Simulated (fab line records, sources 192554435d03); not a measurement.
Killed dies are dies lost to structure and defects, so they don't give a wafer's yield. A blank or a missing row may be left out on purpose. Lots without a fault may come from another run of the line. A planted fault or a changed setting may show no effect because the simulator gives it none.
A struck lot beside a sound one | flow n5_finfet | 36 steps out of a route of 1938
Sound: wafers L792.1, L792.2, L792.3. Struck: wafers L786.1, L786.2, L786.6. The cause comes at the end.
At each step with rows: each side's tool, then ch and its chambers, then its first start. Under that, the readings that differ: sound wafers | struck wafers | difference of the means | sigmas: that difference in standard deviations of wafers without a fault.
alike: readings whose means differ by less than 2 such deviations, and words and numbers that are the same on both sides. not compared: withheld readings, readings that some wafer has no value for, bounds like >300 that may hide the same value, and numbers for which the record gives no deviation and whose values overlap.
The two part at a step that has a row with sigmas, a row that says differs or no value, or rows on one side only. Numbers that don't overlap but have no deviation are shown without sigmas and don't part them. A reading that every wafer of one side lacks parts them only if that side has two wafers or more.

first, 9 steps without rows for these wafers: N5_BEOL_M4_ANNEAL_95 (time 240 s); N5_BEOL_M4_SPUTTER_96 (material Cu, target thk 4.5 nm, time 8.29 s); N5_BEOL_M4_ECD_50 (material Cu, target thk 300 nm); N5_BEOL_M4_ANNEAL_51 (time 90 s); N5_BEOL_M4_CMP_52 (polishes, stops on SiOC, t overpolish 6.8 s, target thk 40 nm); N5_BEOL_M4_PRE_CLEAN_60 (time 15 s); N5_BEOL_M4_CO_CAP_55 (material Co, precursor CCTBA/H2, target thk 2 nm, time 102.1 s); N5_BEOL_M4_PRE_CLEAN_56 (time 15 s); N5_BEOL_M4_DEP_57 (deposits SiCN from 3MS/NH3, target thk 8 nm, time 14 s).
N5_BEOL_M4_RC_MEAS_101:
  sound on prober-02 ch 0, day 12 17:07; struck on prober-01 ch 0, day 11 08:59
  alike: DIBL_N, DIBL_P, IOFF_N, IOFF_P, ION_N, ION_P, SS_N, SS_P, VT_N, VT_P
then, 24 steps without rows for these wafers: N5_BEOL_M5_ILD_DEP_00 (deposits SiCOH lowk from DEMS/porogen, target thk 140.64 nm, time 25.9 s); N5_BEOL_M5_CURE_79 (cures SiCOH lowk, time 240 s); N5_BEOL_M5_PECVD_70 (deposits SiO2 from TEOS/O2, target thk 16 nm, time 18 s); N5_BEOL_M5_HM_DEP_02 (deposits TiN, target thk 20 nm); N5_BEOL_M5_COAT_59 (time 60 s, resist thk 60 nm); N5_BEOL_M5_COAT_60 (time 60 s, resist thk 12 nm); N5_BEOL_M5_COAT_71 (time 60 s, resist thk 5 nm); N5_BEOL_M5_COAT_05 (resist thk 30 nm); N5_BEOL_M5_EBR_07; N5_BEOL_M5_SOFTBAKE_06 (time 60 s); N5_BEOL_M5_EXPOSE_08 (exposes mask M5, target cd 28 nm); N5_BEOL_M5_PEB_09 (peb time 60 s); N5_BEOL_M5_DEVELOP_10 (develop time 30 s); N5_BEOL_M5_DESCUM_16 (chemistry O2, time 7 s); N5_BEOL_M5_ETCH_72 (etches underlayer in N2/H2, target depth 6.5 nm, time 5.2 s); N5_BEOL_M5_ETCH_61 (etches SiARC in CF4, target depth 15.6 nm, time 26 s); N5_BEOL_M5_ETCH_62 (etches SOC in N2/H2, target depth 75 nm, overetch 15 nm, time 112.5 s); N5_BEOL_M5_STRIP_63 (strips in N2/H2); N5_BEOL_M5_STRIP_73 (strips in N2/H2); N5_BEOL_M5_STRIP_64 (strips in CF4); N5_BEOL_M5_HM_OPEN_17 (chemistry Cl2/BCl3, target TiN, target depth 20 nm, overetch 6 nm); N5_BEOL_M5_STRIP_19 (strips in O2); N5_BEOL_M5_COAT_65 (time 60 s, resist thk 60 nm); N5_BEOL_M5_COAT_66 (time 60 s, resist thk 12 nm).
-- the record jumps here: 4 days lie between the struck wafers' starts before and after (it left off in module BEOL_M5 and takes up again in module PASSIVATION, whose first step shown is number 1936 of the route) --
N5_PASSIVATION_ETCH_15: etches SiCN in CF4/N2, target depth 75 nm, time 81.2 s.
  sound on rie_diel-04 ch 1,2,3, day 17 03:01; struck on rie_diel-06 ch 2,3, day 15 04:29
  no value came back on the struck wafers for any of 9 readings (bias_w (W), cf4_flow_sccm (sccm) and others); on the sound wafers bias_w (W) reads 70.09 69.95 70.03
N5_PASSIVATION_PROBE_49:
  the record has rows for the struck wafers here (prober-02, day 15 10:51) and none for the sound ones

WHERE THEY PART
First at N5_PASSIVATION_ETCH_15; last, within this record, at N5_PASSIVATION_PROBE_49.

WHY: what the simulator had put in
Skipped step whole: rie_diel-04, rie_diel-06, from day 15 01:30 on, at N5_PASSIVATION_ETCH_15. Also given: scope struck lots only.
